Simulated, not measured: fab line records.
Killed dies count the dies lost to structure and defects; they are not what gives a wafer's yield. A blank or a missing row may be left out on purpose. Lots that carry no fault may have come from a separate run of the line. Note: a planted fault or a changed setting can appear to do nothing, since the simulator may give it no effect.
Split-lot trial ; flow n5_finfet ; 21 wafers read from 7 lots, route of 1938 steps

== ON THE SPLIT ==
At N5_BEOL_M6_PECVD_70 (deposits SiO2 from TEOS/O2, target thk 20 nm, time 22.7 s), the setting temp_c was moved away from the recipe's 400 C on 5 of the 21 wafers read, by +1.2% to +3.8%. This setting was run at the recipe's value on the other wafers.

== FROM THE SPLIT TO THE READING: what the file shows between them, 7 steps ==
- N5_BEOL_M6_HM_DEP_02: deposits TiN, target thk 20 nm (also split here: target_thk_a)
- N5_BEOL_M6_ETCH_62: etches SOC in N2/H2, target depth 110 nm, overetch 22 nm, time 165 s (also split here: bias_w)
- N5_BEOL_M6_STRIP_68: strips in N2/H2
- N5_BEOL_M6_STRIP_67: strips in CF4
- N5_BEOL_M6_HM_OPEN_17: chemistry Cl2/BCl3, target TiN, target depth 20 nm, overetch 6 nm
- N5_BEOL_M6_STRIP_19: strips in O2
- N5_BEOL_M6_STRIP_80: strips in N2/H2, time 10 s

== THE READING ==
SiO2_of_BEOL_M6_PECVD_70.thk_nm (the simulator's own value, which no gauge read), in nm, at N5_BEOL_M6_HM_STRIP_39 (strips TiN in peroxide tin strip, target depth 25 nm, time 158 s). No usual value for it is given in the file. Average 20.0 nm, standard deviation 0.28 nm, over the 16 wafers here run with the recipe.

wafer;tool, chamber at the split;temp_c as run, C;against the recipe;SiO2_of_BEOL_M6_PECVD_70.thk_nm, nm;against lot-mates on the recipe
L078.1;pecvd-03, 1;400;recipe;19.6;-
L078.2;pecvd-03, 0;400;recipe;20;-
L078.6;pecvd-03, 0;400;recipe;20.4;-
L077.3;pecvd-02, 1;400;recipe;19.8;-
L077.5;pecvd-02, 2;400;recipe;20;-
L077.6;pecvd-02, 1;400;recipe;20.2;-
L082.3;pecvd-03, 2;415.4;+3.8%;17.8;-2.0
L082.4;pecvd-03, 2;415.4;+3.8%;18;-1.8
L082.5;pecvd-03, 1;400;recipe;19.8;-
L090.1;pecvd-02, 2;400;recipe;20.2;-
L090.3;pecvd-02, 0;400;recipe;19.2;-
L090.6;pecvd-02, 0;410.5;+2.6%;18;-1.7
L092.1;pecvd-03, 0,2,0;400;recipe;19.8;-
L092.2;pecvd-03, 0,2,0;400;recipe;20;-
L092.6;pecvd-03, 0,2,0;400;recipe;20;-
L095.3;pecvd-03, 1;409.8;+2.4%;18.4;-1.7
L095.5;pecvd-03, 0,2;400;recipe;20.2;-
L095.6;pecvd-03, 0,2;400;recipe;20;-
L094.3;pecvd-03, 2;404.7;+1.2%;19.2;-1.0
L094.4;pecvd-03, 0,2;400;recipe;20.2;-
L094.6;pecvd-03, 0,2;400;recipe;20.2;-
When a row names more than one chamber, that row covers several wafers, and the file does not tell which wafer ran in which chamber.

FIT RESULTS
A straight line over all 21 wafers: SiO2_of_BEOL_M6_PECVD_70.thk_nm changes by -0.586 nm for each +1% of temp_c; r = -0.94; the points scatter about the line by 0.29 nm.
The same after taking each lot's own level away (the mean of its wafers on the recipe; 21 wafers): -0.548 nm for each +1%; r = -0.94; scatter 0.27 nm.
The reading moves by 2.1 nm for the largest change in temp_c, on that fit.
The span of the lots' own levels, 19.70 to 20.20 nm, comes to 1.8 times the standard deviation stated above.
Consequently the slope shifts little with the lot-to-lot level, the two slopes agreeing.
Check: -2.21 nm against its lot-mates is what the line predicts for one of the wafers moved furthest among these (+3.8%) when that wafer is left out of the fit. It came out at -2 nm against them.

== OTHER SPLITS ON THESE WAFERS ==
Other splits were also applied to these wafers ahead of the reading. Each is held against what the fit with the lots' levels taken away leaves over:
other split on the same wafers;wafers away from the commonest value;r with SiO2_of_BEOL_M6_PECVD_70.thk_nm (lot level and that fit taken away)
N5_BEOL_M2_COAT_67 spin_rpm;8;-0.33
N5_BEOL_M3_PECVD_72 time_s;6;+0.44
N5_BEOL_M4_ETCH_70 source_w;7;-0.06
N5_BEOL_M5_ILD_DEP_00 time_s;3;-0.15
N5_BEOL_M5_COAT_71 spin_rpm;4;-0.23
N5_BEOL_M6_HM_DEP_02 target_thk_a;11;+0.19
N5_BEOL_M6_ETCH_62 bias_w;8;+0.17

== THE WHOLE CHAIN: every reading that the file lists as answering this split, in the file's order ==
step;what it does;reading;change (the file's fit);r (the file's)
N5_BEOL_M6_PECVD_70;deposits SiO2 from TEOS/O2, target thk 20 nm, time 22.7 s;SiO2_of_BEOL_M6_PECVD_70.thk_nm (the simulator's own value, which no gauge read);-0.597 nm for each +1% of the setting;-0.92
N5_BEOL_M6_HM_STRIP_39;strips TiN in peroxide tin strip, target depth 25 nm, time 158 s;SiO2_of_BEOL_M6_PECVD_70.thk_nm (the simulator's own value, which no gauge read);-0.588 nm for each +1% of the setting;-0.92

== FILE'S OWN FIT ==
SiO2_of_BEOL_M6_PECVD_70.thk_nm changes by -0.588 nm for each +1% of temp_c, r = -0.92.
